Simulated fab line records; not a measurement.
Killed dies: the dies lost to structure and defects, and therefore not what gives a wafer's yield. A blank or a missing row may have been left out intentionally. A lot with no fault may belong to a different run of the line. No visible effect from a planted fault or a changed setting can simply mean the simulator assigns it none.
fab line records	flow n5Finfet
record: lots: 6	wafers: 18	lastDay: 18
route steps=1938 shown DUMMY_GATE@247 SPACER0@258 BEOL_M4@1111 PASSIVATION@1936
lots that met no fault: from a run of the same line without faults
startH: start of the lot's first displayed wafer, in hours after the record's first day	waitH: hours from the lot's prior step to this one	" repeats the value in the row above	L1.1+2: a single row standing in for several wafers	- no value present, or no start provided	* or withheld: withheld	< > ~ a bound
route shown NAME@n: a module of which the file shows steps, and the number in the route of the first	usual: mean and standard deviation over wafers with no fault	same: alike in all rows	chamber/n: place in a boat	sites: each site's reading	_std_site: the standard deviation of these	_edge_site: inner sites' mean taken away from outer sites' mean	radiusMm: how far each site lies from the wafer's centre	mask NAME#n: copy n	behind: the tool/chamber that last shaped the wafer	hold: cause of the lot's hold/its duration in hours/its outcome	device: names the non-switching transistor (n, p or np)	end of line: tests run on the same wafers once the route is complete	where a step has no rows: the recipe by itself	killed: the dies lost at the first sort to structure and to defects; this is not the yield of the wafer	map: the dies of a wafer, with x for killed, . for not killed, _ for no die there
set.NAME: the setting the step ran with; set.NAME@STEP: the setting that earlier step ran with	model.NAME: the simulator's own value behind a step, which no gauge read
lots at some steps of the route; a table a step, a row a wafer
services: a tool's chamber out of use, with start hour (startH, from the record's first day; less than 0 if before it), hours out, and reason
== steps ==
step: N5_DUMMY_GATE_ETCH_23
recipe: chemistry: HBr/Cl2/O2	HBr_flow_sccm: 150	Cl2_flow_sccm: 80	O2_flow_sccm: 12	biasW: 102	targetDepthA: 410	timeS: 22.3	target: poly-Si	maskMaterial: SiO2	pressureMtorr: 10	icpW: 800
usual: drypumpMotorCurrentA: 6.0/0.4	oesProductAu: 0.991/0.014	throttleValvePct: 37.09/0.29
lot.wafer	tool	chamber	startH	waitH	drypumpMotorCurrentA	oesProductAu	rfHoursCounterH	throttleValvePct
L518.2	rieSi-06	3	47.79	0.0	6.3	0.993	76	37.06
L518.4	"	1	"	"	5.8	0.990	37	37.25
L518.6	"	1	"	"	5.8	0.989	-	37.25
L519.2	rieSi-05	1	53.06	0.0	6.7	0.977	175	37.42
L519.4	"	2	"	"	6.2	1.018	22	36.75
L519.5	"	0	"	"	6.1	0.972	-	36.74
L531.1	rieSi-06	2	125.52	0.0	5.8	0.997	89	37.16
L531.2	"	3	"	"	6.3	0.992	77	37.05
L531.6	"	2	"	"	5.8	1.001	-	37.17
L532.3	rieSi-03	3	129.74	0.0	4.9	0.997	184	37.02
L532.4	"	0	"	"	6.1	0.988	182	36.71
L532.6	"	0	"	"	6.2	0.986	-	36.72
L538.1	rieSi-05	2	167.89	0.0	6.1	1.016	25	36.78
L538.2	"	0	"	"	6.1	0.975	106	36.74
L538.6	"	3	"	"	5.6	1.003	-	37.44
L539.2	rieSi-05	3	172.22	0.0	5.7	1.012	184	37.44
L539.5	"	0	"	"	6.1	0.985	-	36.73
L539.6	"	3	"	"	5.7	1.012	-	37.46
step: N5_DUMMY_GATE_ETCH_44
recipe: chemistry: HBr/O2	overEtchFrac: 0.7	targetDepthA: 1275	stopOn: SiO2	ionEnergyEv: 60	biasW: 20	target: poly-Si	maskMaterial: SiO2	pressureMtorr: 20	icpW: 400	HBr_flow_sccm: 120	O2_flow_sccm: 10
usual: drypumpMotorCurrentA: 6.0/0.4	oesProductAu: 0.724/0.011	throttleValvePct: 18.48/0.19
lot.wafer	tool	chamber	startH	waitH	drypumpMotorCurrentA	oesProductAu	rfHoursCounterH	throttleValvePct
L518.2	rieSi-06	3	47.85	0.0	6.3	0.712	76	18.65
L518.4	"	1	"	"	5.8	0.706	37	18.46
L518.6	"	1	"	"	5.8	0.722	-	18.46
L519.2	rieSi-05	1	53.11	0.0	6.7	0.708	175	18.82
L519.4	"	2	"	"	6.1	0.747	22	18.38
L519.5	"	0	"	"	6.1	0.725	-	18.18
L531.1	rieSi-06	2	125.58	0.0	5.7	0.725	89	18.45
L531.2	"	3	"	"	6.3	0.709	77	18.65
L531.6	"	2	"	"	5.8	0.735	-	18.44
L532.3	rieSi-03	3	129.80	0.0	4.9	0.724	184	18.34
L532.4	"	0	"	"	6.2	0.714	182	18.41
L532.6	"	0	"	"	6.1	0.711	-	18.43
L538.1	rieSi-05	2	167.95	0.0	6.2	0.725	25	18.39
L538.2	"	0	"	"	6.1	0.716	106	18.20
L538.6	"	3	"	"	5.6	0.719	-	18.64
L539.2	rieSi-05	3	172.28	0.0	5.7	0.737	184	18.65
L539.5	"	0	"	"	6.1	0.730	-	18.20
L539.6	"	3	"	"	5.7	0.724	-	18.64
step: N5_DUMMY_GATE_CD_MEAS_24
recipe: targetCdNm: 15
usual: cdNm: 15.2/0.4
lot.wafer	tool	chamber	startH	waitH	cdNm
L518.2	cdSem-02	-	47.96	0.1	15.7
L518.4	"	-	"	"	15.6
L518.6	"	-	"	"	15.5
L519.2	cdSem-02	-	53.23	0.1	14.8
L519.4	"	-	"	"	15.2
L519.5	"	-	"	"	15.2
L531.1	cdSem-03	-	125.69	0.1	14.9
L531.2	"	-	"	"	14.5
L531.6	"	-	"	"	14.4
L532.3	cdSem-01	-	129.91	0.1	15.6
L532.4	"	-	"	"	15.2
L532.6	"	-	"	"	15.4
L538.1	cdSem-03	-	168.06	0.1	15.2
L538.2	"	-	"	"	14.8
L538.6	"	-	"	"	15.2
L539.2	cdSem-02	-	172.39	0.1	14.8
L539.5	"	-	"	"	15.8
L539.6	"	-	"	"	15.4
step: N5_DUMMY_GATE_ETCH_42
recipe: chemistry: CHF3/O2	target: SiO2	targetDepthA: 35	timeS: 31	ionEnergyEv: 30	biasW: 12	pressureMtorr: 30	sourceW: 600	Ar_flow_sccm: 200	CHF3_flow_sccm: 50	O2_flow_sccm: 5
usual: drypumpMotorCurrentA: 5.7/0.57	oesProductAu: 0.82/0.089	rfVppV: 42.4/1.1	showerheadPlenumPTorr: 2.39/0.065	throttleValvePct: 18.77/0.18
lot.wafer	tool	chamber	startH	waitH	drypumpMotorCurrentA	oesProductAu	rfHoursCounterH	rfVppV	showerheadPlenumPTorr	throttleValvePct
L518.2	rieDiel-04	0	48.25	0.3	6.0	0.66	256	43.2	2.38	19.09
L518.4	"	0	"	"	6.0	0.67	-	43.1	2.38	19.12
L518.6	"	2	"	"	5.2	0.73	-	42.9	2.31	18.76
L519.2	rieDiel-06	3	53.27	0.0	4.9	0.78	117	44.6	2.43	18.83
L519.4	"	1	"	"	6.0	0.73	167	41.9	2.49	19.01
L519.5	"	3	"	"	4.9	0.77	-	42.2	2.43	18.84
L531.1	rieDiel-02	2	125.87	0.2	6.5	0.82	61	40.2	2.36	18.64
L531.2	"	0	"	"	5.4	0.90	36	44.2	2.43	18.46
L531.6	"	0	"	"	5.4	0.89	-	41.4	2.43	18.47
L532.3	rieDiel-06	2	129.95	0.0	5.7	0.79	122	41.0	2.31	18.81
L532.4	"	1	"	"	6.0	0.72	-	41.9	2.48	19.04
L532.6	"	2	"	"	5.7	0.79	-	41.0	2.31	18.80
L538.1	rieDiel-04	3	168.11	0.0	5.6	0.80	121	41.8	2.32	18.85
L538.2	"	1	"	"	5.1	0.89	35	44.2	2.44	18.78
L538.6	"	1	"	"	5.1	0.89	-	40.9	2.44	18.76
L539.2	rieDiel-04	0	172.44	0.0	6.0	0.93	28	41.9	2.37	18.67
L539.5	"	2	"	"	5.2	0.69	-	41.3	2.29	18.80
L539.6	"	1	"	"	5.1	0.88	-	44.3	2.44	18.76
step: N5_DUMMY_GATE_STRIP_48
recipe: chemistry: N2/H2	timeS: 20	powerW: 100	tempC: 40	pressureMtorr: 100	rfFrequencyHz: 6e+07	biasPowerW: 3	n2FlowSccm: 300	h2FlowSccm: 300
step: N5_DUMMY_GATE_PRECLEAN_33
recipe: chemistry: dHF	timeS: 10	dilution: 750:1	tempC: 25
step: N5_DUMMY_GATE_PRECLEAN_25
recipe: chemistry: O3/DIW	timeS: 45	tempC: 22	o3Ppm: 10
step: N5_DUMMY_GATE_PRECLEAN_51
recipe: chemistry: SC2	timeS: 45	tempC: 35	mix: 1:1:50
step: N5_DUMMY_GATE_SRD_26
recipe: dry: ipaMarangoni	timeS: 30	tempC: 23	rinseLiquid: diw
step: N5_DUMMY_GATE_UV_OZONE_45
recipe: timeS: 120	pressureTorr: 760	tempC: 25
step: N5_DUMMY_GATE_INSPECT_27
recipe: inspectInstrument: brightfield	mode: aei
usual: rawDefectCount: 292/76
lot.wafer	tool	chamber	startH	waitH	rawDefectCount
L518.2	defectInspect-02	-	48.49	0.0	504
L518.4	"	-	"	"	275
L518.6	"	-	"	"	289
L519.2	defectInspect-01	-	53.52	0.0	354
L519.4	"	-	"	"	323
L519.5	"	-	"	"	302
L531.1	defectInspect-02	-	126.11	0.0	215
L531.2	"	-	"	"	270
L531.6	"	-	"	"	389
L532.3	defectInspect-02	-	130.20	0.0	221
L532.4	"	-	"	"	338
L532.6	"	-	"	"	332
L538.1	defectInspect-02	-	168.34	0.0	166
L538.2	"	-	"	"	198
L538.6	"	-	"	"	439
L539.2	defectInspect-02	-	172.67	0.0	472
L539.5	"	-	"	"	335
L539.6	"	-	"	"	431
step: N5_SPACER0_ALD_07
recipe: material: SiNx	targetThkA: 20	tempC: 400	aldPrecursorFamily: SiH2I2	aldCoReactant: N2/H2-plasma	pressureTorr: 2
usual: chamberPressureTorr: 2.000/0.0042	heaterPowerOuterW: 516/37	heaterPowerW: 856/70
lot.wafer	tool	chamber	startH	waitH	chamberPressureTorr	heaterPowerOuterW	heaterPowerW	sinceWetCleanH
L518.2	aldSin-03	2	48.53	0.0	2.004	506	949	39
L518.4	"	0	"	"	2.002	475	723	39
L518.6	"	3	"	"	2.006	548	940	-
L519.2	aldSin-02	2	53.55	0.0	1.997	513	903	334
L519.4	"	0	"	"	1.999	646	978	-
L519.5	"	2	"	"	1.994	515	892	-
L531.1	aldSin-03	2	126.17	0.1	2.002	508	953	116
L531.2	"	3	"	"	1.997	563	901	116
L531.6	"	2	"	"	2.000	507	953	-
L532.3	aldSin-03	1	130.23	0.0	1.994	536	844	121
L532.4	"	3	"	"	2.003	555	923	121
L532.6	"	1	"	"	2.007	531	874	-
L538.1	aldSin-01	3	168.55	0.2	2.003	515	813	266
L538.2	"	0	"	"	2.002	501	771	266
L538.6	"	0	"	"	2.004	496	784	-
L539.2	aldSin-02	0	172.71	0.0	2.003	597	924	73
L539.5	"	3	"	"	2.010	500	826	-
L539.6	"	0	"	"	2.004	591	885	-
step: N5_SPACER0_ALD_00
recipe: material: SiOCN	targetThkA: 35	tempC: 400	aldPrecursorFamily: alkyl-aminosilane	aldCoReactant: O2/N2-plasma	pulseTimeS: 3	purgeTimeS: 2	coReactantPurgeTimeS: 2	aldCycles: 58	pressureTorr: 2
usual: aldCycles: 58/0	chamberPressureTorr: 2.000/0.0045	heaterPowerW: 852/69	precursorPulseHeightRel: 1.000/0.02
lot.wafer	tool	chamber	startH	waitH	aldCycles	chamberPressureTorr	heaterPowerW	precursorPulseHeightRel	sinceWetCleanH
L518.2	aldSin-03	2	48.68	0.1	58	1.996	973	1.013	39
L518.4	"	0	"	"	58	1.996	729	0.992	39
L518.6	"	3	"	"	58	2.009	922	0.987	-
L519.2	aldSin-02	2	53.70	0.1	58	1.998	888	1.024	335
L519.4	"	0	"	"	58	2.001	962	1.034	-
L519.5	"	2	"	"	58	1.998	859	0.971	-
L531.1	aldSin-03	2	126.33	0.1	-	-	-	-	-
L531.2	"	3	"	"	-	-	-	-	-
L531.6	"	2	"	"	-	-	-	-	-
L532.3	aldSin-03	1	130.38	0.1	-	-	-	-	-
L532.4	"	3	"	"	-	-	-	-	-
L532.6	"	1	"	"	-	-	-	-	-
L538.1	aldSin-01	3	168.70	0.1	58	1.999	821	0.980	266
L538.2	"	0	"	"	58	1.997	800	1.034	266
L538.6	"	0	"	"	58	1.996	761	1.003	-
L539.2	aldSin-02	0	172.86	0.1	58	1.993	915	0.978	74
L539.5	"	3	"	"	58	1.999	817	1.000	-
L539.6	"	0	"	"	58	1.994	908	0.978	-
step: N5_SPACER0_ALD_08
recipe: material: SiNx	targetThkA: 20	tempC: 400	aldPrecursorFamily: SiH2I2	aldCoReactant: N2/H2-plasma	pressureTorr: 2
usual: chamberPressureTorr: 2.000/0.0044	heaterPowerOuterW: 515/38	heaterPowerW: 852/68
lot.wafer	tool	chamber	startH	waitH	chamberPressureTorr	heaterPowerOuterW	heaterPowerW	sinceWetCleanH
L518.2	aldSin-03	2	48.94	0.1	2.002	491	943	39
L518.4	"	0	"	"	2.004	477	719	39
L518.6	"	3	"	"	1.993	557	911	-
L519.2	aldSin-02	2	53.96	0.1	2.000	530	900	335
L519.4	"	0	"	"	1.996	637	959	-
L519.5	"	2	"	"	2.001	513	891	-
L531.1	aldSin-03	2	126.58	0.1	2.002	499	962	117
L531.2	"	3	"	"	1.998	560	914	117
L531.6	"	2	"	"	2.004	503	950	-
L532.3	aldSin-03	1	130.64	0.1	1.998	513	857	121
L532.4	"	3	"	"	1.996	565	928	121
L532.6	"	1	"	"	1.999	537	887	-
L538.1	aldSin-01	3	168.96	0.1	2.007	518	812	266
L538.2	"	0	"	"	1.999	482	772	266
L538.6	"	0	"	"	2.004	490	781	-
L539.2	aldSin-02	0	173.12	0.1	2.000	604	904	74
L539.5	"	3	"	"	1.997	505	820	-
L539.6	"	0	"	"	1.994	594	904	-
step: N5_BEOL_M4_RC_MEAS_101
usual: DIBL_N: 36.1/1.6	DIBL_P: 35.8/2	IOFF_N: 0.157/0.029	IOFF_P: 0.21/0.034	ION_N: 677/13	ION_P: 465/8.1	SS_N: 71.3/0.61	SS_P: 73.2/0.65	VT_N: 249/3.3	VT_P: -250/3.2
lot.wafer	tool	chamber	startH	waitH	DIBL_N[mV/V]	DIBL_P[mV/V]	IOFF_N[nA/um]	IOFF_P[nA/um]	ION_N[uA/um]	ION_P[uA/um]	SS_N[mV/dec]	SS_P[mV/dec]	VT_N[mV]	VT_P[mV]
L518.2	prober-02	0	205.54	0.2	34.9	34.2	0.161	0.18	681	466	71.0	73.5	246	-250
L518.4	"	0	"	"	34.1	34.2	0.137	0.18	667	461	70.6	72.7	251	-251
L518.6	"	0	"	"	34.9	33.5	0.155	0.18	698	468	70.4	72.3	248	-253
L519.2	prober-02	0	209.13	0.2	37.6	35.6	0.162	0.21	662	454	71.2	73.3	253	-250
L519.4	"	0	"	"	37.5	36.0	0.168	0.22	680	465	71.5	72.8	250	-248
L519.5	"	0	"	"	35.7	34.0	0.127	0.18	668	461	70.8	71.6	254	-252
L538.1	prober-02	0	315.44	0.0	36.5	36.4	0.175	0.22	683	461	71.8	73.7	249	-249
L538.2	"	0	"	"	35.7	35.6	0.160	0.22	687	472	71.0	73.5	249	-249
L538.6	"	0	"	"	36.7	36.6	0.182	0.23	684	464	71.5	73.3	248	-248
L539.2	prober-02	0	321.78	0.2	37.1	38.1	0.165	0.22	677	460	71.3	73.2	246	-252
L539.5	"	0	"	"	36.9	37.7	0.171	0.22	682	466	71.8	73.3	247	-251
L539.6	"	0	"	"	35.2	36.5	0.134	0.20	662	459	71.7	73.8	252	-251
step: N5_PASSIVATION_PROBE_49
usual: killed_at_M0_to_M3: 33/11	killed_at_M4_up: 14/5	killedAtContacts: 11/7.3	killedAtFrontEnd: 43/12	killedAtOther: 4/3.1	killedDies: 106/17	killedOnRim: 14/3.8	killedOpen: 69/13	killedShort: 34/8.7
same: grossDies: 1180	killedAtBackSide: 0
lot.wafer	tool	chamber	startH	waitH	killed_at_M0_to_M3	killed_at_M4_up	killedAtContacts	killedAtFrontEnd	killedAtOther	killedDies	killedOnRim	killedOpen	killedShort
L518.2	prober-01	-	326.52	0.1	18	10	16	36	4	84	10	60	24
L518.4	prober-01	-	326.62	0.2	20	10	8	43	4	85	13	54	31
L518.6	prober-01	-	326.72	0.3	22	18	4	66	6	116	15	73	40
L531.1	prober-02	-	384.28	0.0	30	9	6	1132	3	1180	152	71	27
L531.2	prober-02	-	384.33	0.1	47	7	10	1112	4	1180	152	81	34
L531.6	prober-02	-	384.53	0.3	29	18	18	1111	4	1180	152	65	37
L532.3	prober-02	-	407.23	0.1	30	17	13	1114	6	1180	152	80	28
L532.4	prober-02	-	407.28	0.2	30	25	31	1090	4	1180	152	99	36
L532.6	prober-02	-	407.38	0.3	28	11	41	1099	1	1180	152	94	45
L538.1	prober-01	-	438.18	0.0	29	11	11	33	4	88	11	50	32
L538.2	prober-01	-	438.23	0.1	32	17	5	18	3	75	12	59	14
L538.6	prober-01	-	438.43	0.3	45	29	14	38	3	129	22	88	35
killed by level:class
L518.2 MOL_CONTACT_COAG:geometricParticle:open=13 STI_FIN_REVEAL:geometricParticle:open=10 FIN_SAQP:geometricParticle:open=9 BEOL_M1:geometricParticle:short=5 STI_FIN_REVEAL:geometricParticle:short=5 BEOL_M3:geometricParticle:open=5 FIN_SAQP:geometricParticle:short=4 DUMMY_GATE:geometricParticle:open=4
L518.4 FIN_SAQP:geometricParticle:short=14 STI_FIN_REVEAL:geometricParticle:open=14 MOL_CONTACT_COAG:geometricParticle:open=8 FIN_SAQP:geometricParticle:open=5 STI_FIN_REVEAL:geometricParticle:short=5 BEOL_M1:geometricParticle:open=5 BEOL_M4:geometricParticle:open=5 BEOL_M3:geometricParticle:open=4
L518.6 STI_FIN_REVEAL:geometricParticle:open=18 FIN_SAQP:geometricParticle:open=15 FIN_SAQP:geometricParticle:short=12 BEOL_M0_SAQP:geometricParticle:open=7 BEOL_M4:geometricParticle:open=7 GATE_CUT:geometricParticle:short=6 BEOL_M0_SAQP:geometricParticle:short=5 BEOL_M1:geometricParticle:short=5
L531.1 SPACER0:areaAld=1082 STI_FIN_REVEAL:geometricParticle:open=17 FIN_SAQP:geometricParticle:open=14 FIN_SAQP:geometricParticle:short=8 BEOL_M0_SAQP:geometricParticle:short=8 BEOL_M0_SAQP:geometricParticle:open=6 MOL_CONTACT_COAG:geometricParticle:open=5 BEOL_M1:geometricParticle:open=5
L531.2 SPACER0:areaAld=1063 BEOL_M0_SAQP:geometricParticle:open=20 BEOL_M0_SAQP:geometricParticle:short=19 STI_FIN_REVEAL:geometricParticle:open=18 FIN_SAQP:geometricParticle:open=17 MOL_CONTACT_COAG:geometricParticle:open=10 FIN_SAQP:geometricParticle:short=7 GATE_CUT:geometricParticle:short=3
L531.6 SPACER0:areaAld=1077 MOL_CONTACT_COAG:geometricParticle:open=15 BEOL_M4:geometricParticle:open=9 BEOL_M2:geometricParticle:open=8 STI_FIN_REVEAL:geometricParticle:open=6 BEOL_M0_SAQP:geometricParticle:open=6 FIN_SAQP:geometricParticle:short=5 BEOL_M0_SAQP:geometricParticle:short=5
L532.3 SPACER0:areaAld=1072 FIN_SAQP:geometricParticle:open=15 BEOL_M0_SAQP:geometricParticle:short=12 BEOL_M4:geometricParticle:open=11 STI_FIN_REVEAL:geometricParticle:open=10 MOL_CONTACT_COAG:geometricParticle:open=10 BEOL_M1:geometricParticle:open=6 BEOL_M2:geometricParticle:open=5
L532.4 SPACER0:areaAld=1045 MOL_CONTACT_COAG:geometricParticle:open=25 BEOL_M4:geometricParticle:open=17 STI_FIN_REVEAL:geometricParticle:open=15 BEOL_M0_SAQP:geometricParticle:open=12 FIN_SAQP:geometricParticle:short=6 MOL_CONTACT_COAG:geometricParticle:short=6 FIN_SAQP:geometricParticle:open=5
L532.6 SPACER0:areaAld=1041 MOL_CONTACT_COAG:geometricParticle:open=33 STI_FIN_REVEAL:geometricParticle:open=18 FIN_SAQP:geometricParticle:short=12 BEOL_M0_SAQP:geometricParticle:short=9 FIN_SAQP:geometricParticle:open=8 MOL_CONTACT_COAG:geometricParticle:short=8 BEOL_M0_SAQP:geometricParticle:open=7
L538.1 MOL_CONTACT_COAG:geometricParticle:open=9 FIN_SAQP:geometricParticle:short=8 BEOL_M1:geometricParticle:open=7 BEOL_M2:geometricParticle:open=7 FIN_SAQP:geometricParticle:open=6 HKMG_FIN:areaEtch=5 BEOL_M4:geometricParticle:open=4 GATE_CUT:geometricParticle:short=4
L538.2 BEOL_M2:geometricParticle:open=9 BEOL_M0_SAQP:geometricParticle:open=7 BEOL_M3:geometricParticle:open=6 BEOL_M7:geometricParticle:open=5 FIN_SAQP:geometricParticle:open=4 MOL_CONTACT_COAG:geometricParticle:open=4 BEOL_M4:geometricParticle:open=4 STI_FIN_REVEAL:geometricParticle:open=3
L538.6 BEOL_M4:geometricParticle:open=14 MOL_CONTACT_COAG:geometricParticle:open=11 BEOL_M2:geometricParticle:open=10 BEOL_M1:geometricParticle:open=8 BEOL_M0_SAQP:geometricParticle:open=7 DUMMY_GATE:geometricParticle:open=6 BEOL_M5:geometricParticle:open=6 STI_FIN_REVEAL:geometricParticle:open=5
map L531.1 (x killed, . not)
_________________xxxxxxxxxxxx________________
______________xxxxxxxxxxxxxxxxxx_____________
___________xxxxxxxxxxxxxxxxxxxxxxxx__________
__________xxxxxxxxxxxxxxxxxxxxxxxxxx_________
________xxxxxxxxxxxxxxxxxxxxxxxxxxxxxx_______
_______xxxxxxxxxxxxxxxxxxxxxxxxxxxxxxxx______
______xxxxxxxxxxxxxxxxxxxxxxxxxxxxxxxxxx_____
_____xxxxxxxxxxxxxxxxxxxxxxxxxxxxxxxxxxxx____
____xxxxxxxxxxxxxxxxxxxxxxxxxxxxxxxxxxxxxx___
___xxxxxxxxxxxxxxxxxxxxxxxxxxxxxxxxxxxxxxxx__
___xxxxxxxxxxxxxxxxxxxxxxxxxxxxxxxxxxxxxxxx__
__xxxxxxxxxxxxxxxxxxxxxxxxxxxxxxxxxxxxxxxxxx_
__xxxxxxxxxxxxxxxxxxxxxxxxxxxxxxxxxxxxxxxxxx_
_xxxxxxxxxxxxxxxxxxxxxxxxxxxxxxxxxxxxxxxxxxxx
_xxxxxxxxxxxxxxxxxxxxxxxxxxxxxxxxxxxxxxxxxxxx
_xxxxxxxxxxxxxxxxxxxxxxxxxxxxxxxxxxxxxxxxxxxx
_xxxxxxxxxxxxxxxxxxxxxxxxxxxxxxxxxxxxxxxxxxxx
_xxxxxxxxxxxxxxxxxxxxxxxxxxxxxxxxxxxxxxxxxxxx
_xxxxxxxxxxxxxxxxxxxxxxxxxxxxxxxxxxxxxxxxxxxx
_xxxxxxxxxxxxxxxxxxxxxxxxxxxxxxxxxxxxxxxxxxxx
_xxxxxxxxxxxxxxxxxxxxxxxxxxxxxxxxxxxxxxxxxxxx
__xxxxxxxxxxxxxxxxxxxxxxxxxxxxxxxxxxxxxxxxxx_
__xxxxxxxxxxxxxxxxxxxxxxxxxxxxxxxxxxxxxxxxxx_
___xxxxxxxxxxxxxxxxxxxxxxxxxxxxxxxxxxxxxxxx__
___xxxxxxxxxxxxxxxxxxxxxxxxxxxxxxxxxxxxxxxx__
____xxxxxxxxxxxxxxxxxxxxxxxxxxxxxxxxxxxxxx___
_____xxxxxxxxxxxxxxxxxxxxxxxxxxxxxxxxxxxx____
______xxxxxxxxxxxxxxxxxxxxxxxxxxxxxxxxxx_____
_______xxxxxxxxxxxxxxxxxxxxxxxxxxxxxxxx______
________xxxxxxxxxxxxxxxxxxxxxxxxxxxxxx_______
__________xxxxxxxxxxxxxxxxxxxxxxxxxx_________
___________xxxxxxxxxxxxxxxxxxxxxxxx__________
______________xxxxxxxxxxxxxxxxxx_____________
_________________xxxxxxxxxxxx________________
map L532.3 (x killed, . not)
_________________xxxxxxxxxxxx________________
______________xxxxxxxxxxxxxxxxxx_____________
___________xxxxxxxxxxxxxxxxxxxxxxxx__________
__________xxxxxxxxxxxxxxxxxxxxxxxxxx_________
________xxxxxxxxxxxxxxxxxxxxxxxxxxxxxx_______
_______xxxxxxxxxxxxxxxxxxxxxxxxxxxxxxxx______
______xxxxxxxxxxxxxxxxxxxxxxxxxxxxxxxxxx_____
_____xxxxxxxxxxxxxxxxxxxxxxxxxxxxxxxxxxxx____
____xxxxxxxxxxxxxxxxxxxxxxxxxxxxxxxxxxxxxx___
___xxxxxxxxxxxxxxxxxxxxxxxxxxxxxxxxxxxxxxxx__
___xxxxxxxxxxxxxxxxxxxxxxxxxxxxxxxxxxxxxxxx__
__xxxxxxxxxxxxxxxxxxxxxxxxxxxxxxxxxxxxxxxxxx_
__xxxxxxxxxxxxxxxxxxxxxxxxxxxxxxxxxxxxxxxxxx_
_xxxxxxxxxxxxxxxxxxxxxxxxxxxxxxxxxxxxxxxxxxxx
_xxxxxxxxxxxxxxxxxxxxxxxxxxxxxxxxxxxxxxxxxxxx
_xxxxxxxxxxxxxxxxxxxxxxxxxxxxxxxxxxxxxxxxxxxx
_xxxxxxxxxxxxxxxxxxxxxxxxxxxxxxxxxxxxxxxxxxxx
_xxxxxxxxxxxxxxxxxxxxxxxxxxxxxxxxxxxxxxxxxxxx
_xxxxxxxxxxxxxxxxxxxxxxxxxxxxxxxxxxxxxxxxxxxx
_xxxxxxxxxxxxxxxxxxxxxxxxxxxxxxxxxxxxxxxxxxxx
_xxxxxxxxxxxxxxxxxxxxxxxxxxxxxxxxxxxxxxxxxxxx
__xxxxxxxxxxxxxxxxxxxxxxxxxxxxxxxxxxxxxxxxxx_
__xxxxxxxxxxxxxxxxxxxxxxxxxxxxxxxxxxxxxxxxxx_
___xxxxxxxxxxxxxxxxxxxxxxxxxxxxxxxxxxxxxxxx__
___xxxxxxxxxxxxxxxxxxxxxxxxxxxxxxxxxxxxxxxx__
____xxxxxxxxxxxxxxxxxxxxxxxxxxxxxxxxxxxxxx___
_____xxxxxxxxxxxxxxxxxxxxxxxxxxxxxxxxxxxx____
______xxxxxxxxxxxxxxxxxxxxxxxxxxxxxxxxxx_____
_______xxxxxxxxxxxxxxxxxxxxxxxxxxxxxxxx______
________xxxxxxxxxxxxxxxxxxxxxxxxxxxxxx_______
__________xxxxxxxxxxxxxxxxxxxxxxxxxx_________
___________xxxxxxxxxxxxxxxxxxxxxxxx__________
______________xxxxxxxxxxxxxxxxxx_____________
_________________xxxxxxxxxxxx________________
== services ==
tool	chamber	startH	hours	kind
rieSi-03	2	24.50	6.2	repair
rieDiel-04	2	25.21	8.7	repair
rieSi-06	-	30.57	2.8	pm
rieDiel-04	1	34.29	-	clean
rieDiel-04	1	34.29	-	consumableReplace:focusRing
rieDiel-04	1	34.29	16.9	scheduledDown
rieSi-05	-	34.69	4.3	pm
aldSin-02	1	53.33	12.5	repair
rieSi-05	2	55.41	3.8	repair
rieDiel-04	3	65.13	6.8	repair
aldSin-02	1	67.11	-	calibration
aldSin-02	-	85.41	14.0	pm
aldSin-02	0	85.41	14.0	ventCycle
aldSin-02	1	85.41	14.0	ventCycle
aldSin-02	2	85.41	14.0	ventCycle
aldSin-02	3	85.41	14.0	ventCycle
aldSin-02	0	99.41	-	clean
aldSin-02	1	99.41	-	clean
aldSin-02	2	99.41	-	clean
aldSin-02	3	99.41	-	clean
rieDiel-02	3	119.82	11.3	repair
rieDiel-02	-	136.73	2.7	repair
rieDiel-04	-	153.50	0.6	repair
rieDiel-06	1	160.12	7.3	repair
== key ==
firstSign: step: N5_SPACER0_ALD_00	reading: toolRecord	direction: missing
effect: step: N5_PASSIVATION_PROBE_49	reading: killedAtFrontEnd	direction: up	sigmas: 91	usual: 43	struck: 1110
moreKillsBornAt: N5_SPACER0_ALD_00@aldSin-03: 6380
metAt N5_SPACER0_ALD_00
struckWafers L531.1,L531.2,L531.6,L532.3,L532.4,L532.6
laterRowsLeftOut L531.1,L531.2,L531.6,L532.3,L532.4,L532.6
testerLeftOut L531,L532
onsetBetween 48.68 126.33
fault: kind: skippedStepWhole	tool: aldSin-03	chamber: -	onsetH: 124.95	steps: N5_SPACER0_ALD_00	scope: struckLotsOnly
testerLeftOut: of these lots the tester's yield and bins aren't shown, on N5 and GAA mostly nor the transistor test; their killed dies are dies lost to structure and defects alone, not to doping, threshold or leakage, so they don't give the yield
laterRowsLeftOut: the simulator's readings of these wafers behind a module that went badly wrong aren't trusted and aren't shown, but for the sort
